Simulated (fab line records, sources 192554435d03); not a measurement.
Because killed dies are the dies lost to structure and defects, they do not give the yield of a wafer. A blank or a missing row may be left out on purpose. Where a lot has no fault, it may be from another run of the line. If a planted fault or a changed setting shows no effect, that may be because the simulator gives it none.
fab line records + flow n5Finfet
record:
- lots: 10
- wafers: 29
- lastDay: 17
route steps=1938 shown WELL_APT@55 PMOS_HMC_CHANNEL_EPI@63 BEOL_M4@1111
lots that met no fault: taken from a fault-free run of the same line
startH: start of the lot's first displayed wafer, in hours after the record's first day + waitH: hours elapsed since this lot's preceding step + " same as the row above + L1.1+2: a single row standing in for several wafers + - no value present, or no start provided + * or withheld: withheld + < > ~ a bound
route shown NAME@n: names a module that has steps shown in the file, with the first one's number in the route + usual: mean/standard deviation taken from wafers without a fault + same: alike in all rows + chamber/n: place in a boat + sites: each site's reading + _std_site: standard deviation of those values + _edge_site: mean of outer sites minus mean of inner sites + radiusMm: for every site, how far away it sits from the centre of the wafer + mask NAME#n: copy n + behind: the tool/chamber that last shaped the wafer + hold: what put the lot on hold/how long, in hours/how the hold closed + device: transistor that didn't switch, given as n, p or np + end of line: the tests these same wafers got at the end of their route + a step given without rows: its recipe and nothing more + killed: count of dies lost to structure and defects at first sort (not the wafer's yield) + map: shows each die of a wafer: x if killed, . if not, _ if none is there
set.NAME: the setting as run; set.NAME@STEP: as run at that earlier step + model.NAME: the simulator's own value behind a step, which no gauge read
a sample of lots followed through the steps of the route, with each step as a table and each wafer as a row
services: when a tool's chamber went out of use (startH, in hours from the record's first day, below 0 if earlier), for how many hours, and the reason
== steps ==
step: N5_WELL_APT_EPI_41
recipe:
- material: Si
- targetThkA: 500
- tempC: 650
- precursor: SiH4/H2
- pressureTorr: 20
- timeS: 297.7
usual:
- chamberPressureTorr: 20.00/0.04
- throttleValvePct: 11.4/0.49
| lot.wafer | tool        | chamber | startH | waitH | chamberPressureTorr | throttleValvePct |
|-----------|-------------|---------|--------|-------|---------------------|------------------|
| L792.1    | epiRpcvd-02 | 0       | 16.50  | 0.0   | 20.00               | 11.8             |
| L792.3    | "           | 0       | "      | "     | 20.01               | 11.9             |
| L792.6    | "           | 0       | "      | "     | 20.02               | 11.5             |
| L793.1    | epiRpcvd-01 | 0       | 23.64  | 0.0   | 19.93               | 12.1             |
| L793.4    | "           | 0       | "      | "     | 19.98               | 11.8             |
| L793.5    | "           | 0       | "      | "     | 19.97               | 11.7             |
| L803.1    | epiRpcvd-01 | 0       | 82.64  | 0.0   | 20.02               | 11.7             |
| L803.5    | "           | 0       | "      | "     | 19.99               | 12.1             |
| L804.2    | epiRpcvd-03 | 0       | 88.80  | 0.1   | 20.00               | 10.7             |
| L804.3    | "           | 0       | "      | "     | 20.09               | 11.0             |
| L804.6    | "           | 0       | "      | "     | 20.02               | 11.0             |
| L806.4    | epiRpcvd-02 | 0       | 100.49 | 0.3   | 20.07               | 11.3             |
| L806.5    | "           | 0       | "      | "     | 20.05               | 11.4             |
| L806.6    | "           | 0       | "      | "     | 19.98               | 11.7             |
| L807.1    | epiRpcvd-01 | 0       | 106.02 | 0.0   | 20.08               | 11.9             |
| L807.3    | "           | 0       | "      | "     | 20.03               | 11.8             |
| L807.5    | "           | 0       | "      | "     | 20.04               | 12.0             |
| L811.2    | epiRpcvd-02 | 0       | 129.99 | 0.1   | 20.00               | 11.4             |
| L811.4    | "           | 0       | "      | "     | 19.99               | 11.4             |
| L811.5    | "           | 0       | "      | "     | 19.97               | 11.7             |
| L812.1    | epiRpcvd-03 | 0       | 136.34 | 0.0   | 20.02               | 10.9             |
| L812.4    | "           | 0       | "      | "     | 19.99               | 10.9             |
| L812.5    | "           | 0       | "      | "     | 19.99               | 10.8             |
| L814.2    | epiRpcvd-02 | 0       | 147.98 | 0.1   | 20.02               | 11.6             |
| L814.4    | "           | 0       | "      | "     | 20.03               | 11.3             |
| L814.5    | "           | 0       | "      | "     | 20.01               | 11.7             |
| L815.3    | epiRpcvd-03 | 0       | 154.66 | 0.3   | 20.06               | 10.8             |
| L815.4    | "           | 0       | "      | "     | 20.06               | 10.8             |
| L815.5    | "           | 0       | "      | "     | 20.07               | 10.9             |
step: N5_PMOS_HMC_CHANNEL_EPI_PEB_07
recipe:
- pebTempC: 110
- pebTimeS: 60
- resist: CAR-ArF-block
usual:
- heaterPowerTotalW: 175.3/1.7
| lot.wafer | tool          | chamber | startH | waitH | heaterPowerTotalW |
|-----------|---------------|---------|--------|-------|-------------------|
| L792.1    | lithoTrack-03 | 0       | 17.59  | 0.1   | 173.2             |
| L792.3    | "             | 0       | "      | "     | 177.3             |
| L792.6    | "             | 0       | "      | "     | 174.2             |
| L793.1    | lithoTrack-02 | 0       | 24.74  | 0.1   | 177.5             |
| L793.4    | "             | 0       | "      | "     | 177.3             |
| L793.5    | "             | 0       | "      | "     | 177.4             |
| L803.1    | lithoTrack-02 | 0       | 83.65  | 0.1   | 173.9             |
| L803.5    | "             | 0       | "      | "     | 186.1             |
| L804.2    | lithoTrack-03 | 0       | 89.72  | 0.0   | 173.0             |
| L804.3    | "             | 0       | "      | "     | 174.8             |
| L804.6    | "             | 0       | "      | "     | 173.0             |
| L806.4    | lithoTrack-03 | 0       | 101.20 | 0.0   | 174.0             |
| L806.5    | "             | 0       | "      | "     | 176.2             |
| L806.6    | "             | 0       | "      | "     | 176.2             |
| L807.1    | lithoTrack-05 | 0       | 107.03 | 0.1   | 173.0             |
| L807.3    | "             | 0       | "      | "     | 175.1             |
| L807.5    | "             | 0       | "      | "     | 174.4             |
| L811.2    | lithoTrack-05 | 0       | 131.40 | 0.0   | 176.7             |
| L811.4    | "             | 0       | "      | "     | 176.4             |
| L811.5    | "             | 0       | "      | "     | 173.6             |
| L812.1    | lithoTrack-03 | 0       | 137.43 | 0.1   | 175.6             |
| L812.4    | "             | 0       | "      | "     | 177.5             |
| L812.5    | "             | 0       | "      | "     | 175.4             |
| L814.2    | lithoTrack-02 | 0       | 148.77 | 0.0   | 173.5             |
| L814.4    | "             | 0       | "      | "     | 174.9             |
| L814.5    | "             | 0       | "      | "     | 176.6             |
| L815.3    | lithoTrack-02 | 0       | 155.48 | 0.0   | 174.0             |
| L815.4    | "             | 0       | "      | "     | 173.0             |
| L815.5    | "             | 0       | "      | "     | 176.1             |
step: N5_PMOS_HMC_CHANNEL_EPI_INSPECT_11
recipe:
- mode: adi
- inspectInstrument: macro
usual:
- rawDefectCount: 2.2/1.4
| lot.wafer | tool             | chamber | startH | waitH | rawDefectCount |
|-----------|------------------|---------|--------|-------|----------------|
| L792.1    | defectInspect-02 | -       | 17.72  | 0.0   | 0              |
| L792.3    | "                | -       | "      | "     | 0              |
| L792.6    | "                | -       | "      | "     | 1              |
| L793.1    | defectInspect-01 | -       | 24.86  | 0.0   | 5              |
| L793.4    | "                | -       | "      | "     | 2              |
| L793.5    | "                | -       | "      | "     | 5              |
| L803.1    | defectInspect-02 | -       | 83.77  | 0.0   | 3              |
| L803.5    | "                | -       | "      | "     | 4              |
| L804.2    | defectInspect-01 | -       | 89.84  | 0.0   | 2              |
| L804.3    | "                | -       | "      | "     | 1              |
| L804.6    | "                | -       | "      | "     | 2              |
| L806.4    | defectInspect-01 | -       | 101.32 | 0.0   | 3              |
| L806.5    | "                | -       | "      | "     | 3              |
| L806.6    | "                | -       | "      | "     | 3              |
| L807.1    | defectInspect-02 | -       | 107.16 | 0.0   | 1              |
| L807.3    | "                | -       | "      | "     | 3              |
| L807.5    | "                | -       | "      | "     | 1              |
| L811.2    | defectInspect-02 | -       | 131.54 | 0.0   | 1              |
| L811.4    | "                | -       | "      | "     | 1              |
| L811.5    | "                | -       | "      | "     | 1              |
| L812.1    | defectInspect-02 | -       | 137.55 | 0.0   | 0              |
| L812.4    | "                | -       | "      | "     | 5              |
| L812.5    | "                | -       | "      | "     | 3              |
| L814.2    | defectInspect-02 | -       | 148.89 | 0.0   | 1              |
| L814.4    | "                | -       | "      | "     | 3              |
| L814.5    | "                | -       | "      | "     | 0              |
| L815.3    | defectInspect-02 | -       | 155.60 | 0.0   | 3              |
| L815.4    | "                | -       | "      | "     | 3              |
| L815.5    | "                | -       | "      | "     | 3              |
step: N5_PMOS_HMC_CHANNEL_EPI_ETCH_32
recipe:
- chemistry: N2/H2
- target: BARC
- stopOn: SiO2
- targetDepthA: 858
- overEtchFrac: 0.3
- timeS: 50.3
- ionEnergyEv: 200
- maskMaterial: CAR-ArF-block
- pressureMtorr: 30
- sourceW: 840
- biasW: 150
- n2FlowSccm: 200
- h2FlowSccm: 200
usual:
- drypumpMotorCurrentA: 5.9/0.47
- n2FlowSccm: 199.9/0.51
- oesProductAu: 0.68/0.073
- rfFwdPowerW: 832.4/3
- rfVppV: 523.4/1.9
- showerheadPlenumPTorr: 2.52/0.064
- throttleValvePct: 17.82/0.26
| lot.wafer | tool       | chamber | startH | waitH | drypumpMotorCurrentA | n2FlowSccm | oesProductAu | rfFwdPowerW | rfHoursCounterH | rfVppV | showerheadPlenumPTorr | throttleValvePct |
|-----------|------------|---------|--------|-------|----------------------|------------|--------------|-------------|-----------------|--------|-----------------------|------------------|
| L792.1    | rieDiel-03 | 3       | 17.79  | 0.0   | 6.4                  | 199.7      | 0.59         | 829.9       | 235             | 522.6  | 2.53                  | 17.89            |
| L792.3    | "          | 0       | "      | "     | 6.5                  | 200.1      | 0.62         | 835.8       | 187             | 522.5  | 2.51                  | 17.84            |
| L792.6    | "          | 2       | "      | "     | 5.2                  | 200.5      | 0.65         | 832.2       | -               | 523.8  | 2.54                  | 18.02            |
| L793.1    | rieDiel-03 | 2       | 24.93  | 0.0   | 5.2                  | 200.8      | 0.65         | 836.9       | 148             | 522.8  | 2.53                  | 18.03            |
| L793.4    | "          | 1       | "      | "     | 4.7                  | 200.9      | 0.59         | 835.1       | 241             | 523.2  | 2.52                  | 18.48            |
| L793.5    | "          | 1       | "      | "     | 4.7                  | 200.4      | 0.59         | 835.1       | -               | 521.9  | 2.52                  | 18.48            |
| L803.1    | rieDiel-05 | 1       | 84.32  | 0.0   | 5.4                  | 200.2      | 0.75         | 835.0       | 23              | 525.9  | 2.58                  | 17.42            |
| L803.5    | "          | 3       | "      | "     | 5.5                  | 199.5      | 0.58         | 832.8       | -               | 525.6  | 2.64                  | 18.25            |
| L804.2    | rieDiel-05 | 3       | 89.91  | 0.0   | 5.5                  | 200.3      | 0.58         | 830.3       | 247             | 526.2  | 2.64                  | 18.24            |
| L804.3    | "          | 0       | "      | "     | 6.4                  | 200.3      | 0.69         | 833.7       | 73              | 522.3  | 2.49                  | 18.06            |
| L804.6    | "          | 1       | "      | "     | 5.5                  | 200.3      | 0.75         | 833.5       | -               | 526.9  | 2.58                  | 17.41            |
| L806.4    | rieDiel-05 | 2       | 101.41 | 0.0   | 5.7                  | 200.3      | 0.78         | 828.9       | -               | 526.0  | 2.59                  | 17.46            |
| L806.5    | "          | 0       | "      | "     | 6.4                  | 199.7      | 0.68         | 826.1       | -               | 521.8  | 2.48                  | 18.06            |
| L806.6    | "          | 1       | "      | "     | 5.4                  | 200.1      | 0.75         | 832.4       | -               | 525.3  | 2.58                  | 17.44            |
| L807.1    | rieDiel-01 | 3       | 107.22 | 0.0   | 6.3                  | 199.8      | 0.67         | 832.2       | 103             | 520.4  | 2.46                  | 17.77            |
| L807.3    | "          | 1       | "      | "     | 5.7                  | 200.7      | 0.59         | 832.8       | 210             | 520.9  | 2.40                  | 17.90            |
| L807.5    | "          | 3       | "      | "     | 6.3                  | 199.7      | 0.66         | 834.7       | -               | 521.8  | 2.46                  | 17.78            |
| L811.2    | rieDiel-03 | 0       | 131.61 | 0.0   | 6.6                  | 199.2      | 0.60         | 834.0       | 224             | 523.2  | 2.50                  | 17.89            |
| L811.4    | "          | 2       | "      | "     | 5.2                  | 200.5      | 0.63         | 827.9       | -               | 522.2  | 2.52                  | 18.09            |
| L811.5    | "          | 0       | "      | "     | 6.6                  | 199.5      | 0.60         | 838.4       | -               | 522.7  | 2.50                  | 17.89            |
| L812.1    | rieDiel-01 | 3       | 137.71 | 0.0   | 6.3                  | 199.9      | 0.66         | 834.9       | 113             | 521.8  | 2.46                  | 17.79            |
| L812.4    | "          | 0       | "      | "     | 6.0                  | 199.5      | 0.65         | 833.2       | 141             | 524.2  | 2.53                  | 17.85            |
| L812.5    | "          | 0       | "      | "     | 6.1                  | 200.0      | 0.65         | 831.6       | -               | 524.3  | 2.53                  | 17.87            |
| L814.2    | rieDiel-01 | 2       | 149.14 | 0.0   | 5.6                  | 199.9      | 0.76         | 832.0       | 27              | 523.7  | 2.47                  | 17.59            |
| L814.4    | "          | 1       | "      | "     | 5.7                  | 200.0      | 0.58         | 833.2       | 222             | 521.0  | 2.40                  | 17.93            |
| L814.5    | "          | 3       | "      | "     | 6.3                  | 199.8      | 0.66         | 834.9       | -               | 522.5  | 2.46                  | 17.80            |
| L815.3    | rieDiel-01 | 0       | 155.67 | 0.0   | 6.0                  | 199.5      | 0.65         | 832.6       | 147             | 523.6  | 2.53                  | 17.87            |
| L815.4    | "          | 3       | "      | "     | 6.3                  | 200.1      | 0.66         | 835.8       | 119             | 522.4  | 2.46                  | 17.80            |
| L815.5    | "          | 2       | "      | "     | 5.6                  | 199.7      | 0.76         | 834.3       | -               | 523.1  | 2.47                  | 17.58            |
step: N5_BEOL_M4_RC_MEAS_101
usual:
- DIBL_N: 37.3/2.3
- DIBL_P: 37.4/2.9
- IOFF_N: 0.18/0.045
- IOFF_P: 0.25/0.054
- ION_N: 679/15
- ION_P: 468/9.7
- SS_N: 71.8/0.62
- SS_P: 73.6/0.76
- VT_N: 248/4.1
- VT_P: -248/3.6
| lot.wafer | tool      | chamber | startH | waitH | DIBL_N[mV/V] | DIBL_P[mV/V] | IOFF_N[nA/um] | IOFF_P[nA/um] | ION_N[uA/um] | ION_P[uA/um] | SS_N[mV/dec] | SS_P[mV/dec] | VT_N[mV] | VT_P[mV] |
|-----------|-----------|---------|--------|-------|--------------|--------------|---------------|---------------|--------------|--------------|--------------|--------------|----------|----------|
| L792.1    | prober-02 | 0       | 163.72 | 0.0   | 40.0         | 39.1         | 0.22          | 0.33          | 686          | 470          | 71.7         | 73.7         | 242      | -242     |
| L792.3    | "         | 0       | "      | "     | 36.8         | 35.1         | 0.16          | 0.23          | 680          | 469          | 71.4         | 73.0         | 249      | -248     |
| L792.6    | "         | 0       | "      | "     | 42.1         | 40.9         | 0.27          | 0.35          | 691          | 472          | 72.3         | 74.2         | 243      | -241     |
| L793.1    | prober-01 | 0       | 182.56 | 0.0   | 36.8         | 37.7         | 0.16          | 0.26          | 687          | 483          | 72.0         | 74.3         | 247      | -246     |
| L793.4    | "         | 0       | "      | "     | 36.2         | 35.5         | 0.14          | 0.24          | 669          | 466          | 71.4         | 73.4         | 251      | -245     |
| L793.5    | "         | 0       | "      | "     | 37.5         | 37.9         | 0.17          | 0.28          | 689          | 482          | 71.9         | 73.8         | 246      | -246     |
| L803.1    | prober-02 | 0       | 236.47 | 0.0   | 38.0         | 39.3         | 0.22          | 0.24          | 696          | 471          | 71.9         | 73.7         | 245      | -251     |
| L803.5    | "         | 0       | "      | "     | 39.2         | 40.2         | 0.25          | 0.26          | 702          | 467          | 71.9         | 73.8         | 242      | -247     |
| L806.4    | prober-01 | 0       | 242.36 | 0.5   | 38.6         | 39.5         | 0.19          | 0.26          | 668          | 457          | 72.1         | 74.2         | 248      | -251     |
| L806.5    | "         | 0       | "      | "     | 37.7         | 38.2         | 0.17          | 0.25          | 683          | 469          | 72.4         | 73.5         | 248      | -251     |
| L806.6    | "         | 0       | "      | "     | 35.2         | 35.6         | 0.12          | 0.21          | 647          | 448          | 72.0         | 74.0         | 253      | -252     |
| L804.2    | prober-02 | 0       | 242.59 | 0.2   | 39.9         | 41.3         | 0.23          | 0.32          | 704          | 487          | 72.3         | 74.4         | 243      | -244     |
| L804.3    | "         | 0       | "      | "     | 41.4         | 42.9         | 0.26          | 0.39          | 688          | 475          | 72.9         | 74.6         | 241      | -241     |
| L804.6    | "         | 0       | "      | "     | 40.8         | 42.1         | 0.24          | 0.35          | 692          | 484          | 71.7         | 74.7         | 241      | -241     |
| L807.1    | prober-01 | 0       | 262.31 | 0.0   | 41.3         | 41.0         | 0.29          | 0.34          | 697          | 476          | 71.5         | 74.8         | 239      | -244     |
| L807.3    | "         | 0       | "      | "     | 36.2         | 35.4         | 0.17          | 0.23          | 689          | 479          | 71.1         | 73.6         | 246      | -246     |
| L807.5    | "         | 0       | "      | "     | 35.9         | 33.3         | 0.14          | 0.19          | 667          | 455          | 71.7         | 72.6         | 251      | -250     |
| L811.2    | prober-02 | 0       | 274.66 | 0.2   | 39.6         | 38.4         | 0.19          | 0.25          | 683          | 464          | 71.9         | 74.1         | 248      | -251     |
| L811.4    | "         | 0       | "      | "     | 41.1         | 40.5         | 0.23          | 0.32          | 682          | 467          | 73.4         | 74.8         | 246      | -244     |
| L811.5    | "         | 0       | "      | "     | 36.8         | 33.9         | 0.14          | 0.17          | 653          | 449          | 71.7         | 72.3         | 255      | -253     |
| L812.1    | prober-01 | 0       | 292.03 | 0.0   | 38.4         | 38.8         | 0.19          | 0.27          | 677          | 475          | 71.7         | 73.7         | 246      | -244     |
| L812.4    | "         | 0       | "      | "     | 36.2         | 35.8         | 0.15          | 0.22          | 662          | 462          | 71.6         | 72.5         | 252      | -245     |
| L812.5    | "         | 0       | "      | "     | 38.8         | 39.9         | 0.20          | 0.29          | 677          | 469          | 72.2         | 73.6         | 248      | -245     |
| L814.2    | prober-01 | 0       | 300.67 | 0.2   | 38.2         | 37.6         | 0.17          | 0.22          | 663          | 455          | 72.4         | 73.6         | 254      | -252     |
| L814.4    | "         | 0       | "      | "     | 38.9         | 41.0         | 0.22          | 0.31          | 688          | 470          | 72.6         | 74.6         | 244      | -246     |
| L814.5    | "         | 0       | "      | "     | 34.8         | 34.9         | 0.12          | 0.19          | 654          | 460          | 71.5         | 73.9         | 257      | -251     |
| L815.3    | prober-02 | 0       | 301.76 | 0.3   | 38.2         | 36.8         | 0.19          | 0.30          | 680          | 476          | 71.5         | 73.7         | 246      | -242     |
| L815.4    | "         | 0       | "      | "     | 37.2         | 36.0         | 0.18          | 0.26          | 681          | 468          | 71.3         | 73.0         | 246      | -246     |
| L815.5    | "         | 0       | "      | "     | 34.7         | 33.0         | 0.13          | 0.21          | 675          | 472          | 71.0         | 72.6         | 251      | -248     |
== services ==
| tool        | chamber | startH | hours | kind                        |
|-------------|---------|--------|-------|-----------------------------|
| epiRpcvd-02 | -       | -1.35  | 1.4   | repair                      |
| rieDiel-03  | -       | 3.42   | 0.6   | repair                      |
| rieDiel-05  | 2       | 21.66  | 3.6   | repair                      |
| rieDiel-01  | 2       | 27.19  | -     | clean                       |
| rieDiel-01  | 2       | 27.19  | -     | consumableReplace:focusRing |
| rieDiel-01  | 2       | 27.19  | 34.1  | scheduledDown               |
| rieDiel-01  | 2       | 27.19  | 34.1  | ventCycle                   |
| epiRpcvd-01 | -       | 32.92  | 14.6  | pm                          |
| epiRpcvd-02 | -       | 39.34  | 14.6  | pm                          |
| epiRpcvd-03 | -       | 51.55  | 2.8   | pm                          |
| rieDiel-03  | 1       | 58.48  | -     | clean                       |
| rieDiel-03  | 1       | 58.48  | -     | consumableReplace:focusRing |
| rieDiel-03  | 1       | 58.48  | 21.5  | scheduledDown               |
| rieDiel-03  | 1       | 58.48  | 21.5  | ventCycle                   |
| rieDiel-03  | 3       | 80.31  | -     | clean                       |
| rieDiel-03  | 3       | 80.31  | -     | consumableReplace:focusRing |
| rieDiel-03  | 3       | 80.31  | 15.6  | scheduledDown               |
| rieDiel-03  | 3       | 80.31  | 15.6  | ventCycle                   |
| rieDiel-05  | 2       | 84.23  | 6.4   | repair                      |
| rieDiel-03  | 3       | 101.94 | 3.8   | repair                      |
| rieDiel-01  | 2       | 125.19 | 5.3   | repair                      |
| rieDiel-03  | 3       | 130.46 | 6.6   | repair                      |
| epiRpcvd-01 | -       | 133.78 | 3.7   | repair                      |
| epiRpcvd-02 | -       | 135.59 | 2.8   | pm                          |
== key ==
firstSign:
- step: N5_PMOS_HMC_CHANNEL_EPI_PEB_07
- reading: heaterPowerTotalW
- direction: up
- sigmas: 6.4
- usual: *
- struck: *
effect none on later readings
metAt N5_PMOS_HMC_CHANNEL_EPI_PEB_07
struckLots L803
struckWafers L803.5
notActingAt N5_WELL_APT_EPI_41,N5_PMOS_HMC_CHANNEL_EPI_INSPECT_11,N5_PMOS_HMC_CHANNEL_EPI_ETCH_32
onsetBetween 24.74 83.65
fault:
- kind: processParameterDrift
- tool: lithoTrack-02
- chamber: -
- onsetH: 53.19
- steps: N5_PMOS_HMC_CHANNEL_EPI_PEB_07
- channel: pebTimeS
- offset: *
- shape: step
- endH: 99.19
- scope: struckWafersOnly
- actsIn: *
- stated: *
